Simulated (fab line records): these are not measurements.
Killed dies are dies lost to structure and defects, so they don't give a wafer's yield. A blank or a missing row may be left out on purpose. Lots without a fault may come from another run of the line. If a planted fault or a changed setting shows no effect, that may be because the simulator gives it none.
fab line records    flow n5Finfet
record lots=5  wafers=15  lastDay=19
route steps=1938 shown BEOL_M8@1332
lots that met no fault: from a run of the same line without faults
startH: the number of hours between the record's first day and the start of the first shown wafer of the lot    waitH: how many hours have passed since the lot's step before this one    " same as the row above    L1.1+2: a row that stands for several wafers    - either no value or no given start    * or withheld: withheld    < > ~ a bound
route shown NAME@n: names a module that has steps shown in the file, with the first one's number in the route    usual: mean/standard deviation of fault-free wafers    same: alike in all rows    chamber/n: place in a boat    sites: the reading at each site    _std_site: their standard deviation    _edge_site: mean of outer sites minus mean of inner sites    radiusMm: how far each site lies from the wafer's centre    mask NAME#n: copy n    behind: the most recent tool/chamber to have shaped the wafer    hold: reason for holding the lot/hours on hold/outcome of the hold    device: the transistor (n, p or np) that didn't switch    end of line: tests of these same wafers at the route's end    where a step has no rows: the recipe by itself    killed: not the wafer's yield, but the dies lost to structure and defects at the first sort    map: a wafer's dies, marking killed ones x, the rest . and places with no die _
set.NAME: the setting as run; set.NAME@STEP: as run at that earlier step    model.NAME: the simulator's own value behind a step, which no gauge read
certain route steps with their lots: each step a table, each wafer a row
services: the hour from which a tool's chamber was out of use, counted from the record's first day as startH (under 0 if before that day), plus the number of hours and why
## steps
# step N5_BEOL_M8_ILD_DEP_00
# recipe material=SiCOH_lowk  targetThkA=1797.5  tempC=300  precursor=DEMS/porogen  pressureTorr=5  rfW=500  timeS=33.4
# usual heaterPowerW=279/51  showerheadPlenumPTorr=5.742/0.017  throttleValvePct=14.0/0.86
lot.wafer  tool      chamber  startH  waitH  heaterPowerW  showerheadPlenumPTorr  throttleValvePct
L954.4     pecvd-04  2        211.18  0.1    252           5.735                  13.6
L954.5     "         0        "       "      340           5.745                  13.5
L954.6     "         1        "       "      311           5.778                  14.6
L959.1     pecvd-01  0        240.36  0.0    236           5.741                  13.1
L959.2     "         2        "       "      203           5.726                  14.7
L959.5     "         2        "       "      207           5.745                  14.8
L972.2     pecvd-04  2        333.71  0.0    228           5.738                  13.9
L972.4     "         1        "       "      314           5.763                  14.6
L972.6     "         0        "       "      300           5.733                  13.8
L973.1     pecvd-02  0        333.79  0.0    275           5.729                  13.9
L973.2     "         2        "       "      328           5.762                  12.9
L973.4     "         2        "       "      333           5.762                  12.8
L977.1     pecvd-04  2        370.09  0.0    214           5.732                  13.9
L977.3     "         1        "       "      334           5.763                  14.5
L977.5     "         0        "       "      332           5.725                  13.5
# step N5_BEOL_M8_CURE_74
# recipe tempC=385  timeS=240  ambient=He/Ar  material=SiCOH_lowk
# usual lampPowerPct=52.31/0.054  wafer_temp_C_max=386.8/0.72
lot.wafer  tool       chamber  startH  waitH  lampPowerPct  wafer_temp_C_max
L954.4     uvCure-02  2        211.46  0.3    52.24         388.0
L954.5     "          2        "       "      52.33         387.0
L954.6     "          2        "       "      52.42         387.5
L959.1     uvCure-02  2        240.43  0.0    52.22         387.7
L959.2     "          2        "       "      52.42         387.5
L959.5     "          2        "       "      52.31         386.9
L972.2     uvCure-01  1        333.85  0.1    52.27         388.1
L972.4     "          1        "       "      52.29         388.2
L972.6     "          1        "       "      52.21         389.0
L973.1     uvCure-02  2        333.87  0.1    52.25         386.9
L973.2     "          2        "       "      52.27         386.7
L973.4     "          2        "       "      52.34         387.0
L977.1     uvCure-03  2        370.25  0.1    52.32         387.0
L977.3     "          2        "       "      52.30         386.5
L977.5     "          2        "       "      52.37         388.0
# step N5_BEOL_M8_THK_MEAS_01
# recipe reads=SiCOH_lowk_of_BEOL_M8_ILD_DEP_00
# usual M8_ILD_THK=155.3/1.9
lot.wafer  tool          chamber  startH  waitH  M8_ILD_THK[nm]
L954.4     filmMetro-01  -        211.74  0.2    159.3
L954.5     "             -        "       "      159.6
L954.6     "             -        "       "      157.0
L959.1     filmMetro-01  -        241.42  0.8    153.3
L959.2     "             -        "       "      154.0
L959.5     "             -        "       "      155.5
L972.2     filmMetro-01  -        334.29  0.4    155.1
L972.4     "             -        "       "      156.0
L972.6     "             -        "       "      155.8
L973.1     filmMetro-01  -        334.38  0.4    153.9
L973.2     "             -        "       "      152.4
L973.4     "             -        "       "      154.7
L977.1     filmMetro-02  -        370.76  0.4    155.9
L977.3     "             -        "       "      155.4
L977.5     "             -        "       "      158.4
# step N5_BEOL_M8_PECVD_70
# recipe material=SiO2  targetThkA=200  tempC=400  precursor=TEOS/O2  pressureTorr=5.5  rfW=450  teosFlowSccm=53.8  gas=O2  flowSccm=3000  timeS=22.7
# step N5_BEOL_M8_HM_DEP_02
# recipe material=TiN  targetThkA=200  tempC=25  chamberPressurePa=0.49996
# step N5_BEOL_M8_COAT_59
# recipe resist=SOC  tempC=250  timeS=60  spinRpm=1500  resistThkNm=100
# step N5_BEOL_M8_COAT_60
# recipe resist=SiARC  tempC=220  timeS=60  spinRpm=1500  resistThkNm=35
# step N5_BEOL_M8_COAT_05
# recipe resist=CAR-ArF  spinRpm=1500  resistThkNm=90
# step N5_BEOL_M8_EBR_07
# recipe solvent=PGMEA  ebrWidthMm=1.5
# step N5_BEOL_M8_SOFTBAKE_06
# recipe tempC=110  timeS=60  resist=CAR-ArF
# step N5_BEOL_M8_EXPOSE_08
# recipe maskId=M8  na=1.35  sourceShape=dipole  sigmaInner=0.817  sigmaOuter=0.97  polarization=te  doseMj=68.25
# step N5_BEOL_M8_PEB_09
# recipe pebTempC=withheld  pebTimeS=60  resist=CAR-ArF
# step N5_BEOL_M8_DEVELOP_10
# recipe developTimeS=30  developer=TMAH  resist=CAR-ArF  rinseLiquid=diw  dry=airSpin  devTempC=23
lot.wafer   tool           chamber  startH  waitH
L954.4+5+6  lithoTrack-05  0        214.16  -
L959.1+2+5  lithoTrack-04  0        242.50  -
L972.2+4+6  lithoTrack-02  0        335.70  -
L973.1+2+4  lithoTrack-05  0        335.87  -
L977.1+3+5  lithoTrack-04  0        373.73  -
# step N5_BEOL_M8_CD_MEAS_11
# recipe targetCdNm=38.5  landingEnergyEv=500  detector=seInlens  polarity=opening
# usual cdNm=38.5/0.43
lot.wafer  tool      chamber  startH  waitH  cdNm
L954.4     cdSem-01  0        214.22  -      39.1
L954.5     "         0        "       "      38.3
L954.6     "         0        "       "      38.8
L959.1     cdSem-02  0        242.56  -      38.6
L959.2     "         0        "       "      39.4
L959.5     "         0        "       "      39.2
L972.2     cdSem-02  0        335.76  -      38.8
L972.4     "         0        "       "      38.7
L972.6     "         0        "       "      38.7
L973.1     cdSem-03  0        335.93  -      40.1
L973.2     "         0        "       "      39.6
L973.4     "         0        "       "      38.0
L977.1     cdSem-02  0        373.79  -      38.6
L977.3     "         0        "       "      38.6
L977.5     "         0        "       "      38.9
# step N5_BEOL_M8_OVL_MEAS_12
# recipe pointsPerWafer=44
# usual M8_OVL=0.2/0.72
lot.wafer  tool        chamber  startH  waitH  M8_OVL[nm]
L954.4     overlay-02  0        214.24  0.0    0.4
L954.5     "           0        "       "      0.2
L954.6     "           0        "       "      0.7
L959.1     overlay-01  0        242.59  0.0    0.1
L959.2     "           0        "       "      0.5
L959.5     "           0        "       "      1.1
L972.2     overlay-02  0        335.79  0.0    -0.2
L972.4     "           0        "       "      -0.3
L972.6     "           0        "       "      0.1
L973.1     overlay-01  0        335.96  0.0    0.3
L973.2     "           0        "       "      -0.6
L973.4     "           0        "       "      0.6
L977.1     overlay-02  0        373.82  0.0    -0.2
L977.3     "           0        "       "      -1.3
L977.5     "           0        "       "      -0.2
# step N5_BEOL_M8_INSPECT_13
# recipe mode=adi  inspectInstrument=brightfield
# usual rawDefectCount=437/100
lot.wafer  tool              chamber  startH  waitH  rawDefectCount
L954.4     defectInspect-02  -        214.27  0.0    398
L954.5     "                 -        "       "      614
L954.6     "                 -        "       "      391
L959.1     defectInspect-01  -        242.62  0.0    405
L959.2     "                 -        "       "      334
L959.5     "                 -        "       "      525
L972.2     defectInspect-02  -        335.81  0.0    596
L972.4     "                 -        "       "      536
L972.6     "                 -        "       "      515
L973.1     defectInspect-02  -        335.98  0.0    436
L973.2     "                 -        "       "      459
L973.4     "                 -        "       "      515
L977.1     defectInspect-02  -        373.84  0.0    368
L977.3     "                 -        "       "      378
L977.5     "                 -        "       "      336
# step N5_BEOL_M8_DESCUM_16
# recipe chemistry=O2  timeS=7.9  sourcePowerW=50  biasPowerW=20  pressureMtorr=20  rfFrequencyHz=2.712e+07  tempC=40  resist=CAR-ArF  o2FlowSccm=225
# usual chamberPressureMTorr=19.999/0.017  drypumpMotorCurrentA=5.9/0.36  oesProductAu=0.80/0.083  rfVppV=243.5/1.7  showerheadPlenumPTorr=2.11/0.099  throttleValvePct=20.33/0.15
lot.wafer  tool        chamber  startH  waitH  chamberPressureMTorr  drypumpMotorCurrentA  oesProductAu  rfHoursCounterH  rfVppV  showerheadPlenumPTorr  throttleValvePct
L954.4     rieDiel-05  0        214.30  0.0    20.001                5.6                   0.74          175              244.2   2.17                   20.26
L954.5     "           0        "       "      20.000                5.6                   0.75          -                245.3   2.17                   20.25
L954.6     "           1        "       "      19.984                5.4                   0.76          -                240.2   1.91                   20.51
L959.1     rieDiel-05  1        242.65  0.0    19.986                5.4                   0.74          159              238.4   1.91                   20.53
L959.2     "           3        "       "      20.014                6.3                   0.99          0                245.1   2.15                   20.28
L959.5     "           0        "       "      20.002                5.5                   0.74          -                243.1   2.17                   20.26
L972.2     rieDiel-04  1        335.88  0.1    19.987                6.1                   0.96          18               245.0   2.22                   19.98
L972.4     "           0        "       "      19.989                6.4                   0.82          -                244.3   2.21                   20.30
L972.6     "           2        "       "      19.983                6.1                   0.79          -                242.6   2.01                   20.60
L973.1     rieDiel-02  1        336.01  0.0    19.984                5.4                   0.75          141              245.0   2.18                   20.41
L973.2     "           0        "       "      20.003                5.3                   0.79          94               245.8   2.20                   20.23
L973.4     "           3        "       "      20.000                5.9                   0.69          238              244.1   2.15                   20.30
L977.1     rieDiel-04  2        374.02  0.2    19.990                6.2                   0.79          128              239.9   2.00                   20.62
L977.3     "           3        "       "      19.974                6.0                   0.94          12               243.3   2.06                   20.10
L977.5     "           2        "       "      20.001                6.1                   0.78          -                243.0   2.00                   20.62
# step N5_BEOL_M8_ETCH_61
# recipe chemistry=CF4  target=SiARC  targetDepthA=455  maskMaterial=CAR-ArF  timeS=75.8  ionEnergyEv=80  pressureMtorr=40  sourceW=545  biasW=36  Ar_flow_sccm=100  cf4FlowSccm=100  ends=cleared
# usual chamberPressureMTorr=40.00/0.035  drypumpMotorCurrentA=5.9/0.37  etchRfOnTimeS=75.4/0.95  oesProductAu=0.69/0.07  rfVppV=184.4/1.4  showerheadPlenumPTorr=2.16/0.092  throttleValvePct=15.54/0.19
lot.wafer  tool        chamber  startH  waitH  chamberPressureMTorr  drypumpMotorCurrentA  etchRfOnTimeS  oesProductAu  rfHoursCounterH  rfVppV  showerheadPlenumPTorr  throttleValvePct  model.BEOL_M8.cdOffsetNm
L954.4     rieDiel-05  0        214.33  0.0    40.04                 5.5                   76.4           0.64          175              184.8   2.21                   15.48             0.6
L954.5     "           0        "       "      39.92                 5.5                   75.7           0.63          -                184.7   2.21                   15.46             0
L954.6     "           1        "       "      39.92                 5.4                   77.2           0.63          -                182.6   1.98                   15.78             0.6
L959.1     rieDiel-05  1        242.69  0.0    39.95                 5.4                   75.7           0.64          159              181.9   1.98                   15.82             0.2
L959.2     "           3        "       "      39.95                 6.3                   74.5           0.84          0                184.3   2.19                   15.37             0.6
L959.5     "           0        "       "      39.94                 5.5                   75.7           0.63          -                186.3   2.21                   15.50             1
L972.2     rieDiel-04  1        335.92  0.0    40.02                 6.1                   74.9           0.81          18               184.5   2.27                   15.15             0.4
L972.4     "           0        "       "      40.01                 6.4                   76.1           0.69          -                184.7   2.25                   15.44             0.4
L972.6     "           2        "       "      39.98                 6.1                   77.1           0.67          -                183.3   2.07                   15.87             0.2
L973.1     rieDiel-02  1        336.05  0.0    39.99                 5.4                   76.5           0.65          141              183.6   2.24                   15.66             1.6
L973.2     "           0        "       "      39.97                 5.3                   75.5           0.67          94               185.8   2.24                   15.37             1.2
L973.4     "           3        "       "      40.04                 5.9                   78.0           0.60          238              184.4   2.19                   15.56             -0.4
L977.1     rieDiel-04  2        374.05  0.0    40.03                 6.1                   75.2           0.67          128              182.6   2.07                   15.87             0.4
L977.3     "           3        "       "      40.01                 6.0                   73.8           0.80          12               185.8   2.10                   15.17             -0.2
L977.5     "           2        "       "      40.08                 6.1                   75.4           0.67          -                183.1   2.07                   15.86             0
# step N5_BEOL_M8_ETCH_62
# recipe chemistry=N2/H2  target=SOC  targetDepthA=1100  overetchA=220  maskMaterial=SiARC  tempC=40  timeS=165  ionEnergyEv=200  pressureMtorr=30  sourceW=840  biasW=150  n2FlowSccm=200  h2FlowSccm=200
# step N5_BEOL_M8_STRIP_68
# recipe chemistry=N2/H2  tempC=40  n2FlowSccm=200  h2FlowSccm=200  rfFrequencyHz=6e+07
# step N5_BEOL_M8_STRIP_67
# recipe chemistry=CF4  resist=SiARC  powerW=300  biasPowerW=75  pressureMtorr=50  cf4FlowSccm=150  rfFrequencyHz=6e+07
# usual chamberPressureMTorr=50.00/0.054  drypumpMotorCurrentA=5.9/0.36  oesProductAu=0.80/0.078  powerW=300.0/0.86  rfVppV=271.6/2  showerheadPlenumPTorr=1.81/0.075  throttleValvePct=13.52/0.19
lot.wafer  tool        chamber  startH  waitH  chamberPressureMTorr  drypumpMotorCurrentA  oesProductAu  powerW  rfHoursCounterH  rfVppV  showerheadPlenumPTorr  throttleValvePct
L954.4     rieDiel-05  0        214.54  0.0    49.94                 5.5                   0.75          300.7   175              272.7   1.85                   13.47
L954.5     "           0        "       "      50.02                 5.5                   0.75          300.9   -                273.6   1.85                   13.48
L954.6     "           1        "       "      50.01                 5.4                   0.74          300.3   -                268.2   1.67                   13.76
L959.1     rieDiel-05  1        242.89  0.0    50.00                 5.4                   0.75          300.1   159              268.8   1.66                   13.79
L959.2     "           3        "       "      49.99                 6.3                   0.99          299.9   0                271.0   1.84                   13.30
L959.5     "           0        "       "      49.98                 5.6                   0.74          299.6   -                272.8   1.85                   13.50
L972.2     rieDiel-04  1        336.12  0.0    49.91                 6.1                   0.94          298.8   18               273.2   1.90                   13.11
L972.4     "           0        "       "      49.93                 6.4                   0.82          300.2   -                271.3   1.89                   13.45
L972.6     "           2        "       "      49.97                 6.1                   0.79          299.3   -                269.3   1.74                   13.79
L973.1     rieDiel-02  1        336.25  0.0    50.02                 5.5                   0.76          300.5   141              272.2   1.87                   13.65
L973.2     "           0        "       "      50.01                 5.3                   0.78          299.6   94               274.3   1.88                   13.36
L973.4     "           3        "       "      50.06                 5.9                   0.70          299.3   238              271.5   1.84                   13.60
L977.1     rieDiel-04  2        374.25  0.0    49.93                 6.1                   0.78          300.9   128              268.5   1.74                   13.84
L977.3     "           3        "       "      50.07                 6.0                   0.93          299.7   12               272.5   1.76                   13.13
L977.5     "           2        "       "      50.09                 6.1                   0.78          300.2   -                268.5   1.74                   13.83
# step N5_BEOL_M8_HM_OPEN_17
# recipe chemistry=Cl2/BCl3  targetDepthA=200  overetchA=60  target=TiN  maskMaterial=SOC  ionEnergyEv=150  pressureMtorr=10  icpW=1000  biasW=126  Cl2_flow_sccm=53.25  bcl3FlowSccm=21.75  Ar_flow_sccm=25
# usual chamberPressureMTorr=10.001/0.0083  drypumpMotorCurrentA=5.7/0.42  oesProductAu=0.64/0.071  throttleValvePct=22.23/0.22
lot.wafer  tool         chamber  startH  waitH  chamberPressureMTorr  drypumpMotorCurrentA  oesProductAu  rfHoursCounterH  throttleValvePct  model.BEOL_M8.cdOffsetNm
L954.4     rieMetal-01  0        214.61  0.1    9.987                 6.0                   0.59          -                22.13             0.4
L954.5     "            1        "       "      10.008                5.5                   0.54          -                22.69             0
L954.6     "            0        "       "      10.005                6.0                   0.60          -                22.12             0.6
L959.1     rieMetal-03  1        242.93  0.0    9.998                 5.3                   0.74          13               22.05             0.2
L959.2     "            0        "       "      10.004                6.3                   0.69          29               22.13             0.6
L959.5     "            1        "       "      10.000                5.3                   0.75          -                22.04             0.8
L972.2     rieMetal-03  1        336.16  0.0    9.989                 5.3                   0.70          23               22.09             0.4
L972.4     "            0        "       "      9.994                 6.3                   0.67          -                22.18             0.4
L972.6     "            0        "       "      10.013                6.3                   0.65          -                22.17             0.2
L973.1     rieMetal-01  0        336.32  0.1    9.995                 5.9                   0.57          97               22.16             1.4
L973.2     "            0        "       "      9.994                 6.0                   0.58          -                22.15             1.2
L973.4     "            0        "       "      10.002                5.9                   0.57          -                22.16             -0.6
L977.1     rieMetal-01  1        374.29  0.0    9.985                 5.5                   0.83          1                22.41             0.2
L977.3     "            1        "       "      9.990                 5.5                   0.83          -                22.40             0
L977.5     "            1        "       "      10.000                5.5                   0.81          -                22.43             0.2
# step N5_BEOL_M8_STRIP_19
# recipe chemistry=O2  powerW=400  tempC=40  pressureMtorr=30  rfFrequencyHz=6e+07  biasPowerW=0  overashFraction=0.2  o2FlowSccm=225
# usual chamberPressureMTorr=30.00/0.036  drypumpMotorCurrentA=5.8/0.38  oesProductAu=0.81/0.082  rfVppV=3.7/0.61  showerheadPlenumPTorr=2.13/0.094  throttleValvePct=16.56/0.15
lot.wafer  tool        chamber  startH  waitH  chamberPressureMTorr  drypumpMotorCurrentA  oesProductAu  rfHoursCounterH  rfVppV  showerheadPlenumPTorr  throttleValvePct
L954.4     rieDiel-02  1        214.78  0.1    30.00                 5.5                   0.80          -                4.2     2.20                   16.58
L954.5     "           3        "       "      29.92                 5.9                   0.72          -                3.5     2.16                   16.54
L954.6     "           0        "       "      29.99                 5.3                   0.84          -                5.1     2.22                   16.38
L959.1     rieDiel-05  1        243.04  0.1    30.03                 5.4                   0.74          159              3.2     1.91                   16.79
L959.2     "           2        "       "      29.94                 5.8                   0.88          34               3.3     2.23                   16.55
L959.5     "           0        "       "      30.02                 5.6                   0.74          -                3.9     2.17                   16.56
L972.2     rieDiel-02  3        336.30  0.1    29.98                 5.9                   0.69          238              3.5     2.15                   16.58
L972.4     "           2        "       "      29.97                 6.3                   0.90          43               3.8     2.04                   16.46
L972.6     "           2        "       "      30.00                 6.4                   0.88          -                4.2     2.04                   16.47
L973.1     rieDiel-05  2        336.55  0.2    29.97                 5.8                   0.83          66               3.1     2.22                   16.61
L973.2     "           0        "       "      30.04                 5.5                   0.73          214              3.0     2.16                   16.59
L973.4     "           3        "       "      30.02                 6.3                   0.88          32               3.1     2.14                   16.54
L977.1     rieDiel-05  3        374.41  0.1    30.00                 6.3                   0.87          41               4.1     2.14                   16.57
L977.3     "           0        "       "      30.05                 5.5                   0.71          229              3.6     2.15                   16.62
L977.5     "           2        "       "      30.02                 5.8                   0.80          -                4.2     2.21                   16.65
# step N5_BEOL_M8_CD_MEAS_18
# recipe pitchNm=80  targetCdNm=40
# usual cdNm=39.9/0.44
lot.wafer  tool      chamber  startH  waitH  cdNm
L954.4     cdSem-01  -        214.83  0.0    40.2
L954.5     "         -        "       "      40.0
L954.6     "         -        "       "      41.0
L959.1     cdSem-01  -        243.11  0.0    40.4
L959.2     "         -        "       "      40.5
L959.5     "         -        "       "      40.5
L972.2     cdSem-03  -        336.37  0.1    40.3
L972.4     "         -        "       "      40.3
L972.6     "         -        "       "      40.0
L973.1     cdSem-02  -        336.62  0.0    41.4
L973.2     "         -        "       "      40.8
L973.4     "         -        "       "      39.5
L977.1     cdSem-03  -        374.48  0.0    40.2
L977.3     "         -        "       "      40.0
L977.5     "         -        "       "      40.3
# step N5_BEOL_M8_COAT_63
# recipe resist=SOC  tempC=250  timeS=60  spinRpm=1500  resistThkNm=60
## services
tool         chamber  startH  hours  kind
rieMetal-03  -        195.67  0.3    repair
pecvd-04     -        198.44  0.5    repair
pecvd-04     2        216.90  6.0    repair
rieDiel-05   3        226.36  1.8    repair
rieDiel-05   3        228.48  -      clean
rieDiel-05   3        228.48  -      consumableReplace:focusRing
rieDiel-05   3        228.48  13.1   scheduledDown
rieDiel-05   3        228.48  13.1   ventCycle
uvCure-03    -        228.57  2.1    pm
uvCure-01    -        256.47  24.0   repair
rieDiel-05   0        267.67  7.6    repair
pecvd-01     -        273.03  1.2    repair
uvCure-03    -        273.72  7.6    repair
rieDiel-04   1        277.22  -      clean
pecvd-01     -        288.17  2.8    pm
uvCure-03    -        294.73  0.2    repair
uvCure-03    -        294.93  0.3    repair
uvCure-03    -        304.41  0.4    repair
rieDiel-02   3        321.37  8.5    repair
rieMetal-01  1        330.56  9.9    repair
pecvd-02     1        333.33  8.4    repair
rieDiel-05   3        337.33  15.2   repair
pecvd-04     0        344.39  3.6    repair
rieDiel-02   1        356.92  13.5   repair
## key
firstSign step=N5_BEOL_M8_CD_MEAS_11  reading=cdNm  direction=up  sigmas=3.1  usual=38.5  struck=39.8
effect step=N5_BEOL_M8_CD_MEAS_18  reading=cdNm  direction=up  sigmas=2.7  usual=39.9  struck=41.1
modelEffect step=N5_BEOL_M8_ETCH_61  value=BEOL_M8.cdOffsetNm  without=0.4  struck=1.4
modelEffect step=N5_BEOL_M8_HM_OPEN_17  value=BEOL_M8.cdOffsetNm  without=0.3  struck=1.3
metAt N5_BEOL_M8_DEVELOP_10
struckWafers L973.1,L973.2
onsetBetween 214.16 335.87
fault kind=processParameterDrift  tool=lithoTrack-05  chamber=-  onsetH=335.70  steps=N5_BEOL_M8_DEVELOP_10  channel=developTimeS  offset=*  shape=step  endH=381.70  scope=struckWafersOnly  actsIn=*  stated=*
